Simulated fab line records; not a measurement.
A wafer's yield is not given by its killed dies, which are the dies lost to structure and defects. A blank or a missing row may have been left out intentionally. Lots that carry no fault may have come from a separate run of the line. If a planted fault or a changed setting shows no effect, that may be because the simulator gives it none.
fab line records	flow n5Finfet
record lots=9	wafers=27	lastDay=20
route steps=1938 shown BEOL_M7@1302 BEOL_M8@1347 PASSIVATION@1936
lots untouched by any fault: they come from a run of this same line in which no faults occurred
startH: hours from the record's first day to the start of the lot's first wafer shown	waitH: time in hours since the lot's previous step	" the same as in the row above	L1.1+2: several wafers, shown together as one row	- either no value or no given start	* or withheld: withheld	< > ~ a bound
route shown NAME@n: names a module that has steps shown in the file, with the first one's number in the route	usual: mean/standard deviation of fault-free wafers	same: alike in all rows	chamber/n: place in a boat	sites: each site's reading	_std_site: the standard deviation of these	_edge_site: inner sites' mean taken away from outer sites' mean	radiusMm: for every site, how far away it sits from the centre of the wafer	mask NAME#n: copy n	behind: the last tool/chamber to shape the wafer	hold: reason for holding the lot/hours on hold/outcome of the hold	device: the transistor (n, p or np) that didn't switch	end of line: the same wafers' tests at the end of the route	a step without rows: its recipe alone	killed: not the wafer's yield, but the dies lost to structure and defects at the first sort	map: a wafer's dies, x killed, . not, _ none there
set.NAME: setting as actually run; set.NAME@STEP: the setting as run at that earlier step	model.NAME: the simulator's own value behind a step, which no gauge read
one table for each step of the route and one row for each wafer, over a sample of lots
services: from which hour (startH, from the record's first day; less than 0 if before it) a tool's chamber was out of use, for how many hours, and why
## steps
# step N5_BEOL_M7_ETCH_66
# recipe chemistry=N2/H2	target=SOC	targetDepthA=800	overetchA=160	maskMaterial=SiARC	tempC=40	timeS=120	ionEnergyEv=200	pressureMtorr=30	sourceW=840	biasW=150	n2FlowSccm=200	h2FlowSccm=200
# usual drypumpMotorCurrentA=5.7/0.47	oesProductAu=0.59/0.044	rfFwdPowerW=835.8/2.7	rfVppV=523.3/2.3	showerheadPlenumPTorr=2.52/0.084	throttleValvePct=17.76/0.22
lot.wafer	tool	chamber	startH	waitH	drypumpMotorCurrentA	oesProductAu	rfFwdPowerW	rfHoursCounterH	rfVppV	showerheadPlenumPTorr	throttleValvePct
L172.2	rieDiel-05	2	242.50	0.0	4.8	0.64	833.7	68	525.8	2.58	17.56
L172.4	"	1	"	"	6.5	0.67	833.6	-	521.8	2.48	17.61
L172.5	"	3	"	"	6.1	0.57	839.4	-	522.9	2.54	17.90
L176.2	rieDiel-06	2	263.19	0.0	6.0	0.58	837.7	132	524.9	2.56	18.13
L176.3	"	3	"	"	5.7	0.56	836.0	180	525.6	2.63	17.75
L176.5	"	3	"	"	5.7	0.56	835.6	-	526.3	2.63	17.74
L178.1	rieDiel-03	2	269.54	0.0	6.1	0.57	834.6	193	521.1	2.42	17.52
L178.3	"	3	"	"	5.1	0.61	834.1	117	527.9	2.66	17.85
L178.6	"	0	"	"	5.5	0.56	834.2	-	523.9	2.53	17.70
L183.1	rieDiel-03	1	300.18	0.0	5.4	0.62	832.4	77	521.5	2.45	17.41
L183.3	"	3	"	"	5.1	0.60	834.8	127	526.3	2.66	17.88
L183.4	"	0	"	"	5.5	0.56	840.4	203	523.1	2.53	17.72
L182.1	rieDiel-06	3	304.12	0.0	5.7	0.55	835.0	188	525.2	2.62	17.76
L182.2	"	0	"	"	5.9	0.56	836.7	199	525.5	2.64	17.70
L182.5	"	1	"	"	5.5	0.59	830.8	-	519.3	2.35	18.11
L186.2	rieDiel-05	1	312.14	0.0	6.5	0.65	829.1	43	521.6	2.48	17.63
L186.5	"	1	"	"	6.5	0.65	830.8	-	522.8	2.48	17.64
L186.6	"	0	"	"	5.6	0.54	836.9	-	523.1	2.50	18.00
L188.1	rieDiel-05	2	330.61	0.0	4.9	0.62	834.0	94	524.2	2.57	17.60
L188.5	"	2	"	"	4.8	0.62	838.3	-	524.7	2.57	17.61
L188.6	"	1	"	"	6.5	0.64	836.8	-	522.5	2.47	17.64
L190.1	rieDiel-05	2	357.45	0.0	4.8	0.61	832.4	103	524.1	2.56	17.61
L190.3	"	1	"	"	6.5	0.64	831.8	58	521.9	2.47	17.67
L190.5	"	3	"	"	6.1	0.56	836.9	-	522.5	2.53	17.97
L191.1	rieDiel-05	1	385.92	0.0	6.5	0.62	832.2	65	522.4	2.47	17.68
L191.2	"	3	"	"	6.1	0.55	839.1	212	522.0	2.53	17.98
L191.3	"	2	"	"	4.8	0.61	834.2	110	523.7	2.56	17.62
# step N5_BEOL_M7_STRIP_36
# recipe chemistry=N2/H2	powerW=450	tempC=40	pressureMtorr=20	rfFrequencyHz=6e+07	overashFraction=0.3	biasPowerW=7	h2Frac=0.5	n2FlowSccm=200	h2FlowSccm=200
# usual drypumpMotorCurrentA=5.7/0.47	oesProductAu=0.77/0.061	rfVppV=59.2/1.4	showerheadPlenumPTorr=2.52/0.084	throttleValvePct=23.6/0.3
lot.wafer	tool	chamber	startH	waitH	drypumpMotorCurrentA	oesProductAu	rfHoursCounterH	rfVppV	showerheadPlenumPTorr	throttleValvePct
L172.2	rieDiel-05	2	242.65	0.0	4.8	0.84	69	59.6	2.57	23.2
L172.4	"	1	"	"	6.5	0.89	-	58.6	2.48	23.5
L172.5	"	3	"	"	6.1	0.74	-	59.0	2.54	23.8
L176.2	rieDiel-06	2	263.34	0.0	6.0	0.76	133	57.8	2.55	24.1
L176.3	"	3	"	"	5.7	0.72	180	58.0	2.62	23.5
L176.5	"	3	"	"	5.7	0.73	-	60.6	2.62	23.5
L178.1	rieDiel-03	2	269.69	0.0	6.1	0.73	193	58.5	2.42	23.2
L178.3	"	3	"	"	5.2	0.78	117	59.7	2.66	23.7
L178.6	"	0	"	"	5.5	0.74	-	59.2	2.53	23.4
L183.1	rieDiel-03	1	300.33	0.0	5.4	0.83	77	58.7	2.44	23.1
L183.3	"	3	"	"	5.1	0.78	127	60.6	2.65	23.7
L183.4	"	0	"	"	5.5	0.72	203	56.8	2.52	23.5
L182.1	rieDiel-06	3	304.27	0.0	5.7	0.73	188	62.9	2.62	23.5
L182.2	"	0	"	"	5.9	0.72	199	61.0	2.64	23.4
L182.5	"	1	"	"	5.6	0.76	-	59.0	2.34	24.0
L186.2	rieDiel-05	1	312.29	0.0	6.5	0.85	44	59.0	2.47	23.5
L186.5	"	1	"	"	6.5	0.87	-	57.8	2.47	23.6
L186.6	"	0	"	"	5.6	0.69	-	59.2	2.49	23.8
L188.1	rieDiel-05	2	330.76	0.0	4.9	0.81	94	58.7	2.56	23.3
L188.5	"	2	"	"	4.8	0.81	-	59.9	2.56	23.3
L188.6	"	1	"	"	6.5	0.85	-	60.8	2.47	23.6
L190.1	rieDiel-05	2	357.60	0.0	4.8	0.80	103	57.7	2.56	23.3
L190.3	"	1	"	"	6.5	0.83	58	57.5	2.47	23.5
L190.5	"	3	"	"	6.1	0.72	-	58.1	2.52	23.9
L191.1	rieDiel-05	1	386.08	0.0	6.5	0.83	65	59.0	2.46	23.5
L191.2	"	3	"	"	6.1	0.72	212	60.9	2.52	23.9
L191.3	"	2	"	"	4.8	0.80	110	59.3	2.56	23.3
# step N5_BEOL_M7_ANNEAL_51
# recipe tempC=225	timeS=90	ambient=N2
# usual wafer_temp_C_max=226.0/0.34
lot.wafer	tool	chamber	startH	waitH	wafer_temp_C_max
L172.2	rtpAnneal-01	0	244.55	0.1	225.4
L172.4	"	0	"	"	225.4
L172.5	"	0	"	"	225.8
L176.2	rtpAnneal-02	0	266.18	0.2	226.2
L176.3	"	0	"	"	226.4
L176.5	"	0	"	"	226.3
L178.1	rtpAnneal-01	0	271.58	0.1	225.4
L178.3	"	0	"	"	225.6
L178.6	"	0	"	"	225.7
L183.1	rtpAnneal-01	0	303.29	0.1	225.7
L183.3	"	0	"	"	225.6
L183.4	"	0	"	"	225.5
L182.1	rtpAnneal-02	0	305.95	0.1	226.7
L182.2	"	0	"	"	226.5
L182.5	"	0	"	"	226.6
L186.2	rtpAnneal-01	0	314.04	0.1	225.7
L186.5	"	0	"	"	225.8
L186.6	"	0	"	"	225.7
L188.1	rtpAnneal-01	0	333.63	0.1	225.8
L188.5	"	0	"	"	226.0
L188.6	"	0	"	"	225.9
L190.1	rtpAnneal-01	0	359.94	0.5	226.3
L190.3	"	0	"	"	226.2
L190.5	"	0	"	"	225.8
L191.1	rtpAnneal-02	0	389.11	0.2	226.7
L191.2	"	0	"	"	226.0
L191.3	"	0	"	"	226.3
# step N5_BEOL_M7_CMP_52
# recipe stopOn=SiCOH_lowk	tOverpolishS=6.9	downForcePsi=1	platenRpm=50	clearingPlatenDownForcePsi=1.5	clearingPlatenRpm=50	postCmpClean=cuAlkaline	targetThkNm=80	clearingPlatenPadVelocityMS=0.99484	padVelocityMS=0.99484
# usual barrierFieldEndpointS=28.8/0.7	clearingPlatenRpm=49.999/0.023	motorCurrentA=6.1/0.44	overpolishRunS=6.900/0.0094	slurryFilterDpKPa=13.50/0.13	timeToEndpointS=62.0/2.6
lot.wafer	tool	chamber	startH	waitH	barrierFieldEndpointS	clearingPlatenRpm	motorCurrentA	overpolishRunS	slurryFilterDpKPa	timeToEndpointS
L172.2	cmp-02	1	244.80	0.2	28.6	50.015	6.0	6.902	13.24	62.8
L172.4	"	2	"	"	27.8	50.001	6.2	6.877	13.50	60.3
L172.5	"	1	"	"	29.2	50.011	5.9	6.901	13.68	63.3
L176.2	cmp-02	0	266.88	0.6	28.3	49.982	5.9	6.898	13.69	61.4
L176.3	"	1	"	"	28.5	50.030	6.0	6.893	13.35	62.4
L176.5	"	3	"	"	29.0	49.960	5.9	6.911	13.38	59.7
L178.1	cmp-02	0	271.88	0.3	27.6	50.004	5.9	6.901	13.37	59.2
L178.3	"	3	"	"	28.1	49.987	6.0	6.917	13.47	58.2
L178.6	"	0	"	"	28.0	50.008	5.7	6.910	13.58	58.3
L183.4	cmp-04	2	303.59	0.1	29.9	49.992	6.2	6.909	13.66	65.2
L183.1	"	3	"	"	28.6	50.036	5.5	6.894	13.61	63.2
L183.3	"	1	"	"	28.1	49.968	6.0	6.912	13.43	59.4
L182.1	cmp-03	0	306.33	0.3	29.4	49.990	5.9	6.908	13.39	63.6
L182.2	"	1	"	"	28.6	49.993	6.0	6.891	13.58	64.0
L182.5	"	2	"	"	28.5	49.987	5.2	6.884	13.33	61.2
L186.2	cmp-04	0	314.29	0.2	28.2	50.002	7.3	6.892	13.52	62.1
L186.5	"	0	"	"	29.0	50.004	7.2	6.903	13.52	63.3
L186.6	"	1	"	"	28.9	50.002	5.8	6.889	13.66	59.7
L188.1	cmp-03	1	333.97	0.3	28.7	49.992	5.7	6.897	13.38	62.1
L188.5	"	0	"	"	28.2	50.003	5.8	6.901	13.65	62.4
L188.6	"	1	"	"	30.5	50.022	5.7	6.901	13.48	63.2
L190.3	cmp-03	3	360.24	0.2	27.8	50.027	6.2	6.908	13.68	60.6
L190.1	"	0	"	"	29.4	49.976	6.0	6.903	13.62	65.4
L190.5	"	3	"	"	28.0	50.016	6.0	6.902	13.69	59.8
L191.3	cmp-02	2	389.60	0.4	27.9	50.001	5.9	6.893	13.39	57.0
L191.2	"	0	"	"	28.2	50.008	5.8	6.894	13.59	62.2
L191.1	"	1	"	"	28.6	49.995	5.9	6.902	13.27	61.9
# step N5_BEOL_M7_INSPECT_58
# recipe inspectInstrument=darkfield	mode=postDep
# usual rawDefectCount=67/22
lot.wafer	tool	chamber	startH	waitH	rawDefectCount
L172.2	defectInspect-02	-	245.25	0.0	41
L172.4	"	-	"	"	66
L172.5	"	-	"	"	63
L176.2	defectInspect-02	-	267.25	0.0	92
L176.3	"	-	"	"	68
L176.5	"	-	"	"	57
L178.1	defectInspect-02	-	272.34	0.0	433
L178.3	"	-	"	"	60
L178.6	"	-	"	"	446
L183.1	defectInspect-01	-	304.04	0.0	90
L183.3	"	-	"	"	80
L183.4	"	-	"	"	66
L182.1	defectInspect-01	-	306.70	0.0	60
L182.2	"	-	"	"	57
L182.5	"	-	"	"	62
L186.2	defectInspect-02	-	314.74	0.0	74
L186.5	"	-	"	"	43
L186.6	"	-	"	"	57
L188.1	defectInspect-01	-	334.38	0.0	68
L188.5	"	-	"	"	87
L188.6	"	-	"	"	89
L190.1	defectInspect-02	-	360.69	0.0	50
L190.3	"	-	"	"	94
L190.5	"	-	"	"	99
L191.1	defectInspect-01	-	390.05	0.0	80
L191.2	"	-	"	"	79
L191.3	"	-	"	"	79
# step N5_BEOL_M8_INSPECT_13
# recipe mode=adi	inspectInstrument=brightfield
# usual rawDefectCount=389/90
lot.wafer	tool	chamber	startH	waitH	rawDefectCount
L172.2	defectInspect-01	-	248.21	0.0	280
L172.4	"	-	"	"	320
L172.5	"	-	"	"	323
L176.2	defectInspect-02	-	270.17	0.0	487
L176.3	"	-	"	"	632
L176.5	"	-	"	"	405
L178.1	defectInspect-02	-	273.63	0.0	777
L178.3	"	-	"	"	348
L178.6	"	-	"	"	803
L183.1	defectInspect-01	-	305.46	0.0	488
L183.3	"	-	"	"	481
L183.4	"	-	"	"	450
L182.1	defectInspect-02	-	308.45	0.0	406
L182.2	"	-	"	"	269
L182.5	"	-	"	"	370
L186.2	defectInspect-01	-	316.47	0.0	406
L186.5	"	-	"	"	550
L186.6	"	-	"	"	372
L188.1	defectInspect-01	-	335.68	0.0	321
L188.5	"	-	"	"	341
L188.6	"	-	"	"	409
L190.1	defectInspect-01	-	363.20	0.0	340
L190.3	"	-	"	"	353
L190.5	"	-	"	"	322
L191.1	defectInspect-02	-	392.47	0.0	443
L191.2	"	-	"	"	334
L191.3	"	-	"	"	347
# step N5_BEOL_M8_INSPECT_30
# recipe mode=adi	inspectInstrument=brightfield
# usual rawDefectCount=389/89
lot.wafer	tool	chamber	startH	waitH	rawDefectCount
L172.2	defectInspect-02	-	254.22	0.0	287
L172.4	"	-	"	"	315
L172.5	"	-	"	"	339
L176.2	defectInspect-02	-	271.85	0.0	471
L176.3	"	-	"	"	629
L176.5	"	-	"	"	405
L178.1	defectInspect-01	-	275.10	0.1	783
L178.3	"	-	"	"	323
L178.6	"	-	"	"	825
L183.1	defectInspect-02	-	311.98	0.1	491
L183.3	"	-	"	"	477
L183.4	"	-	"	"	475
L182.1	defectInspect-02	-	312.38	0.1	371
L182.2	"	-	"	"	278
L182.5	"	-	"	"	362
L186.2	defectInspect-02	-	320.29	0.0	403
L186.5	"	-	"	"	575
L186.6	"	-	"	"	370
L188.1	defectInspect-02	-	338.09	0.1	337
L188.5	"	-	"	"	353
L188.6	"	-	"	"	403
L190.1	defectInspect-01	-	365.23	0.1	315
L190.3	"	-	"	"	355
L190.5	"	-	"	"	333
L191.1	defectInspect-02	-	394.56	0.1	456
L191.2	"	-	"	"	347
L191.3	"	-	"	"	339
# step N5_PASSIVATION_PROBE_49
# usual defectLimitedYield=91.1/1.4	killed_at_M0_to_M3=32/9.3	killed_at_M4_up=13/5.8	killedAtContacts=12/6.3	killedAtFrontEnd=44/12	killedAtOther=3.6/2.7	killedDies=104/17	killedOnRim=14/3.9	killedOpen=69/13	killedShort=34/6.9	sort_bin_5_function=5.2/0.98	sort_bin_6_memory=3.3/0.59	sort_bin_8_speed=0.01/0.039	sortNPass=1075/17
# same grossDies=1180	killedAtBackSide=0	sort_bin_4_leakage[%]=0
lot.wafer	tool	chamber	startH	waitH	defectLimitedYield[%]	killed_at_M0_to_M3	killed_at_M4_up	killedAtContacts	killedAtFrontEnd	killedAtOther	killedDies	killedOnRim	killedOpen	killedShort	sort_bin_5_function[%]	sort_bin_6_memory[%]	sort_bin_8_speed[%]	sortNPass
L172.2	prober-01	-	332.41	0.1	90.7	27	28	8	44	3	110	15	62	48	5.7	3.2	0	1070
L172.4	prober-01	-	332.51	0.2	93.9	24	9	5	34	0	72	9	50	20	3.1	2.8	0.08	1107
L172.5	prober-01	-	332.56	0.2	89.9	28	22	7	60	2	119	18	71	44	5.8	3.6	0	1061
L176.2	prober-01	-	341.14	0.1	89.6	41	6	17	53	6	123	16	91	32	6.5	3.4	0	1057
L176.3	prober-01	-	341.19	0.1	91.4	24	12	16	47	3	102	13	64	36	5.3	3.1	0.08	1078
L176.5	prober-01	-	341.29	0.2	92.5	34	9	7	36	3	89	12	55	32	4.2	3.0	0.17	1091
L178.1	prober-01	-	345.08	0.0	67.0	42	303	16	28	0	389	46	69	27	19.0	11.9	0	791
L178.3	prober-01	-	345.18	0.1	88.5	38	24	21	52	1	136	19	98	38	7.1	4.2	0	1044
L178.6	prober-01	-	345.33	0.3	63.8	37	331	20	39	0	427	44	65	44	20.8	13.1	0	753
L182.1	prober-01	-	387.06	0.0	90.9	26	27	14	34	6	107	17	71	36	5.1	3.8	0	1073
L182.2	prober-01	-	387.11	0.1	91.2	23	19	16	46	0	104	11	61	43	5.3	3.0	0	1076
L182.5	prober-01	-	387.26	0.2	89.3	51	19	5	46	5	126	15	70	56	5.6	4.6	0	1054
L183.1	prober-02	-	391.08	0.0	92.8	27	13	16	24	5	85	13	49	36	3.9	3.1	0	1095
L183.3	prober-02	-	391.18	0.1	92.1	28	10	11	44	0	93	14	48	45	5.1	2.6	0	1087
L183.4	prober-02	-	391.23	0.2	90.9	35	17	24	28	3	107	19	73	33	5.7	2.8	0	1073
L186.2	prober-01	-	392.20	0.1	92.1	33	11	14	30	5	93	15	63	30	4.4	3.2	0	1087
L186.5	prober-01	-	392.35	0.2	91.7	26	15	19	32	6	98	12	69	29	5.3	3.0	0	1082
L186.6	prober-01	-	392.40	0.3	88.7	43	17	14	57	2	133	20	94	39	6.7	4.3	0	1047
L188.1	prober-01	-	418.77	0.0	92.4	31	13	11	32	3	90	9	54	32	4.3	2.7	0	1090
L188.5	prober-01	-	418.97	0.2	93.0	29	11	8	32	3	83	9	55	24	4.2	2.5	0	1097
L188.6	prober-01	-	419.02	0.3	93.8	18	7	12	33	3	73	10	51	21	3.6	2.4	0	1107
L190.1	prober-02	-	429.62	0.0	91.6	27	10	6	54	2	99	9	63	36	5.9	2.2	0	1081
L190.3	prober-02	-	429.72	0.1	92.4	19	12	20	36	3	90	12	69	20	4.7	2.6	0	1090
L190.5	prober-02	-	429.82	0.2	89.4	34	8	18	59	6	125	15	92	32	5.8	4.3	0	1055
L191.1	prober-01	-	470.30	0.0	90.3	46	18	9	42	0	115	8	70	38	5.2	3.6	0	1065
L191.2	prober-01	-	470.35	0.1	91.4	32	7	13	47	2	101	12	63	35	5.3	3.1	0	1079
L191.3	prober-01	-	470.40	0.1	92.6	43	6	10	26	2	87	14	55	31	3.8	3.1	0	1093
# killed by level:class
L172.2 BEOL_M4:geometricParticle:open=16 FIN_SAQP:geometricParticle:short=14 FIN_SAQP:geometricParticle:open=8 BEOL_M2:geometricParticle:open=6 DUMMY_GATE:geometricParticle:open=5 BEOL_M3:geometricParticle:open=4 MOL_CONTACT_COAG:geometricParticle:open=4 MOL_CONTACT_COAG:geometricParticle:short=4
L172.4 BEOL_M2:geometricParticle:open=8 STI_FIN_REVEAL:geometricParticle:open=7 DUMMY_GATE:geometricParticle:open=7 BEOL_M1:geometricParticle:open=6 FIN_SAQP:geometricParticle:open=5 FIN_SAQP:geometricParticle:short=4 MOL_CONTACT_COAG:geometricParticle:open=4 GATE_CUT:geometricParticle:short=3
L172.5 FIN_SAQP:geometricParticle:short=15 FIN_SAQP:geometricParticle:open=12 STI_FIN_REVEAL:geometricParticle:open=10 BEOL_M2:geometricParticle:open=8 BEOL_M1:geometricParticle:open=7 BEOL_M4:geometricParticle:open=6 BEOL_M5:geometricParticle:open=6 DUMMY_GATE:geometricParticle:open=5
L176.2 MOL_CONTACT_COAG:geometricParticle:open=16 STI_FIN_REVEAL:geometricParticle:open=10 FIN_SAQP:geometricParticle:open=9 BEOL_M3:geometricParticle:open=8 BEOL_M1:geometricParticle:open=7 BEOL_M2:geometricParticle:open=7 FIN_SAQP:geometricParticle:short=6 BEOL_M0_SAQP:geometricParticle:open=6
L176.3 FIN_SAQP:geometricParticle:short=15 MOL_CONTACT_COAG:geometricParticle:open=15 BEOL_M1:geometricParticle:open=11 FIN_SAQP:geometricParticle:open=6 DUMMY_GATE:geometricParticle:open=5 BEOL_M2:geometricParticle:open=4 STI_FIN_REVEAL:geometricParticle:open=3 ILD0:geometricParticle:short=3
L176.5 BEOL_M0_SAQP:geometricParticle:short=9 STI_FIN_REVEAL:geometricParticle:open=8 GATE_CUT:geometricParticle:open=8 BEOL_M0_SAQP:geometricParticle:open=6 BEOL_M4:geometricParticle:open=6 GATE_CUT:geometricParticle:short=4 MOL_CONTACT_COAG:geometricParticle:open=4 BEOL_M3:geometricParticle:open=4
L178.1 BEOL_M7:unspecified=292 BEOL_M2:geometricParticle:open=19 MOL_CONTACT_COAG:geometricParticle:open=14 BEOL_M0_SAQP:geometricParticle:short=10 BEOL_M4:geometricParticle:open=9 BEOL_M0_SAQP:geometricParticle:open=8 FIN_SAQP:geometricParticle:open=7 FIN_SAQP:geometricParticle:short=6
L178.3 BEOL_M2:geometricParticle:open=21 MOL_CONTACT_COAG:geometricParticle:open=17 STI_FIN_REVEAL:geometricParticle:open=12 BEOL_M4:geometricParticle:open=9 FIN_SAQP:geometricParticle:open=7 DUMMY_GATE:geometricParticle:open=6 BEOL_M0_SAQP:geometricParticle:short=6 FIN_SAQP:geometricParticle:short=5
L178.6 BEOL_M7:unspecified=318 BEOL_M2:geometricParticle:open=16 MOL_CONTACT_COAG:geometricParticle:open=12 BEOL_M1:geometricParticle:short=10 FIN_SAQP:geometricParticle:short=8 MOL_CONTACT_COAG:geometricParticle:short=8 STI_FIN_REVEAL:geometricParticle:open=7 DUMMY_GATE:geometricParticle:open=6
L182.1 BEOL_M4:geometricParticle:open=12 GATE_CUT:geometricParticle:short=10 MOL_CONTACT_COAG:geometricParticle:open=10 BEOL_M1:geometricParticle:open=8 BEOL_M0_SAQP:geometricParticle:short=5 STARTING-WAFER:geometricParticle:open=5 FIN_SAQP:geometricParticle:open=4 MOL_CONTACT_COAG:geometricParticle:short=4
L182.2 FIN_SAQP:geometricParticle:short=13 MOL_CONTACT_COAG:geometricParticle:open=12 FIN_SAQP:geometricParticle:open=8 BEOL_M0_SAQP:geometricParticle:short=7 DUMMY_GATE:geometricParticle:open=6 BEOL_M4:geometricParticle:open=6 BEOL_M1:geometricParticle:open=5 GATE_CUT:geometricParticle:short=4
L182.5 BEOL_M0_SAQP:geometricParticle:short=14 BEOL_M0_SAQP:geometricParticle:open=13 BEOL_M1:geometricParticle:open=8 BEOL_M4:geometricParticle:short=7 FIN_SAQP:geometricParticle:open=6 STI_FIN_REVEAL:geometricParticle:open=6 BEOL_M0:geometricParticle:open=5 FIN_SAQP:geometricParticle:short=4
L183.1 MOL_CONTACT_COAG:geometricParticle:open=10 BEOL_M2:geometricParticle:open=7 MOL_CONTACT_COAG:geometricParticle:short=6 BEOL_M0_SAQP:geometricParticle:open=6 FIN_SAQP:geometricParticle:open=4 STI_FIN_REVEAL:geometricParticle:open=4 DUMMY_GATE:geometricParticle:short=4 GATE_CUT:geometricParticle:short=4
L183.3 FIN_SAQP:geometricParticle:short=15 BEOL_M0_SAQP:geometricParticle:short=11 BEOL_M2:geometricParticle:open=10 MOL_CONTACT_COAG:geometricParticle:open=8 FIN_SAQP:geometricParticle:open=5 GATE_CUT:geometricParticle:short=5 DUMMY_GATE:geometricParticle:open=4 BEOL_M0_SAQP:geometricParticle:open=4
L183.4 MOL_CONTACT_COAG:geometricParticle:open=19 BEOL_M0_SAQP:geometricParticle:short=18 BEOL_M4:geometricParticle:open=10 FIN_SAQP:geometricParticle:open=8 BEOL_M0_SAQP:geometricParticle:open=8 STI_FIN_REVEAL:geometricParticle:open=5 MOL_CONTACT_COAG:geometricParticle:short=5 BEOL_M2:geometricParticle:open=4
L186.2 BEOL_M3:geometricParticle:open=12 MOL_CONTACT_COAG:geometricParticle:open=11 FIN_SAQP:geometricParticle:open=7 FIN_SAQP:geometricParticle:short=6 BEOL_M0_SAQP:geometricParticle:short=6 DUMMY_GATE:geometricParticle:open=5 BEOL_M0_SAQP:geometricParticle:open=4 BEOL_M2:geometricParticle:open=4
L186.5 MOL_CONTACT_COAG:geometricParticle:open=13 BEOL_M3:geometricParticle:open=8 FIN_SAQP:geometricParticle:short=6 BEOL_M4:geometricParticle:open=6 MOL_CONTACT_COAG:geometricParticle:short=6 BEOL_M2:geometricParticle:open=6 STI_FIN_REVEAL:geometricParticle:open=5 FIN_SAQP:geometricParticle:open=4
L186.6 FIN_SAQP:geometricParticle:open=13 BEOL_M0_SAQP:geometricParticle:short=11 MOL_CONTACT_COAG:geometricParticle:open=10 BEOL_M4:geometricParticle:open=10 STI_FIN_REVEAL:geometricParticle:open=9 BEOL_M0_SAQP:geometricParticle:open=9 DUMMY_GATE:geometricParticle:open=7 BEOL_M3:geometricParticle:open=7
L188.1 FIN_SAQP:geometricParticle:open=12 BEOL_M2:geometricParticle:open=10 MOL_CONTACT_COAG:geometricParticle:open=7 BEOL_M0_SAQP:geometricParticle:open=7 BEOL_M0_SAQP:geometricParticle:short=7 FIN_SAQP:geometricParticle:short=4 STI_FIN_REVEAL:geometricParticle:short=4 STI_FIN_REVEAL:geometricParticle:open=3
L188.5 BEOL_M2:geometricParticle:open=12 STI_FIN_REVEAL:geometricParticle:open=10 BEOL_M0_SAQP:geometricParticle:short=8 MOL_CONTACT_COAG:geometricParticle:open=5 BEOL_M0_SAQP:geometricParticle:open=4 BEOL_M1:geometricParticle:open=4 FIN_SAQP:geometricParticle:open=3 FIN_SAQP:geometricParticle:short=3
L188.6 FIN_SAQP:geometricParticle:open=11 MOL_CONTACT_COAG:geometricParticle:open=11 FIN_SAQP:geometricParticle:short=5 BEOL_M0:geometricParticle:open=4 BEOL_M4:geometricParticle:open=4 ILD0:geometricParticle:short=3 BEOL_M2:geometricParticle:open=3 BEOL_M3:geometricParticle:open=3
L190.1 FIN_SAQP:geometricParticle:open=10 STI_FIN_REVEAL:geometricParticle:open=8 DUMMY_GATE:geometricParticle:open=7 FIN_SAQP:geometricParticle:short=6 BEOL_M0_SAQP:geometricParticle:open=6 STI_FIN_REVEAL:geometricParticle:short=5 MOL_CONTACT_COAG:geometricParticle:open=5 BEOL_M1:geometricParticle:open=5
L190.3 MOL_CONTACT_COAG:geometricParticle:open=18 STI_FIN_REVEAL:geometricParticle:open=12 FIN_SAQP:geometricParticle:open=5 BEOL_M0_SAQP:geometricParticle:short=5 BEOL_M1:geometricParticle:open=5 BEOL_M5:geometricParticle:open=5 BEOL_M2:geometricParticle:open=4 FIN_SAQP:geometricParticle:short=3
L190.5 FIN_SAQP:geometricParticle:open=15 MOL_CONTACT_COAG:geometricParticle:open=15 STI_FIN_REVEAL:geometricParticle:open=14 BEOL_M0_SAQP:geometricParticle:short=9 FIN_SAQP:geometricParticle:short=8 BEOL_M2:geometricParticle:open=7 DUMMY_GATE:geometricParticle:open=6 BEOL_M3:geometricParticle:open=6
L191.1 FIN_SAQP:geometricParticle:short=10 MOL_CONTACT_COAG:geometricParticle:open=8 BEOL_M0_SAQP:geometricParticle:short=8 BEOL_M0_SAQP:geometricParticle:open=8 BEOL_M3:geometricParticle:open=7 BEOL_M1:geometricParticle:open=7 BEOL_M2:geometricParticle:open=7 DUMMY_GATE:geometricParticle:open=5
L191.2 STI_FIN_REVEAL:geometricParticle:open=12 MOL_CONTACT_COAG:geometricParticle:open=10 FIN_SAQP:geometricParticle:open=7 BEOL_M0_SAQP:geometricParticle:short=7 BEOL_M2:geometricParticle:open=7 FIN_SAQP:geometricParticle:short=6 STI_FIN_REVEAL:geometricParticle:short=6 BEOL_M1:geometricParticle:open=6
L191.3 MOL_CONTACT_COAG:geometricParticle:open=9 BEOL_M1:geometricParticle:open=8 BEOL_M2:geometricParticle:open=8 BEOL_M0_SAQP:geometricParticle:open=7 BEOL_M0_SAQP:geometricParticle:short=7 STARTING-WAFER:geometricParticle:short=5 STARTING-WAFER:geometricParticle:open=5 FIN_SAQP:geometricParticle:short=4
## services
tool	chamber	startH	hours	kind
cmp-03	-	224.37	63.0	repair
cmp-02	-	224.86	4.0	pm
rieDiel-03	2	225.59	2.0	repair
cmp-02	-	228.86	-	consumableReplace:conditioner
cmp-02	-	228.86	-	consumableReplace:pad
rieDiel-05	0	241.22	3.8	repair
cmp-02	-	287.83	1.1	repair
cmp-04	-	290.14	1.1	repair
rieDiel-06	3	291.19	8.3	repair
cmp-02	-	297.46	1.7	repair
cmp-02	-	304.38	24.4	pm
rieDiel-05	0	320.99	2.0	repair
rieDiel-06	1	332.37	8.2	repair
rieDiel-05	0	334.81	-	clean
rieDiel-05	0	334.81	-	consumableReplace:focusRing
rieDiel-05	0	334.81	13.4	scheduledDown
rieDiel-05	0	334.81	13.4	ventCycle
cmp-02	-	342.36	1.7	repair
cmp-04	-	350.39	1.1	repair
rieDiel-03	1	353.01	10.2	repair
rieDiel-03	2	354.84	6.4	repair
cmp-04	-	371.38	4.0	pm
cmp-03	-	387.03	4.0	pm
cmp-04	-	388.05	2.7	repair
## key
firstSign step=N5_BEOL_M7_INSPECT_58	reading=rawDefectCount	direction=up	sigmas=17	usual=67	struck=440
effect step=N5_BEOL_M8_INSPECT_13	reading=rawDefectCount	direction=up	sigmas=4.5	usual=389	struck=790
effect step=N5_BEOL_M8_INSPECT_30	reading=rawDefectCount	direction=up	sigmas=4.7	usual=389	struck=804
effect step=N5_PASSIVATION_PROBE_49	reading=killed_at_M4_up	direction=up	sigmas=53	usual=13	struck=317
moreKillsBornAt N5_BEOL_M7_CMP_52@cmp-02=610
metAt N5_BEOL_M7_CMP_52
struckLots L178
struckWafers L178.1,L178.6
notActingAt N5_BEOL_M7_ETCH_66,N5_BEOL_M7_STRIP_36,N5_BEOL_M7_ANNEAL_51
onsetBetween 266.88 271.88
fault kind=chamberParticleSource	tool=cmp-02	chamber=0	onsetH=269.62	steps=N5_BEOL_M7_CMP_52	ratePerVisitCm2=0.65476	endH=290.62
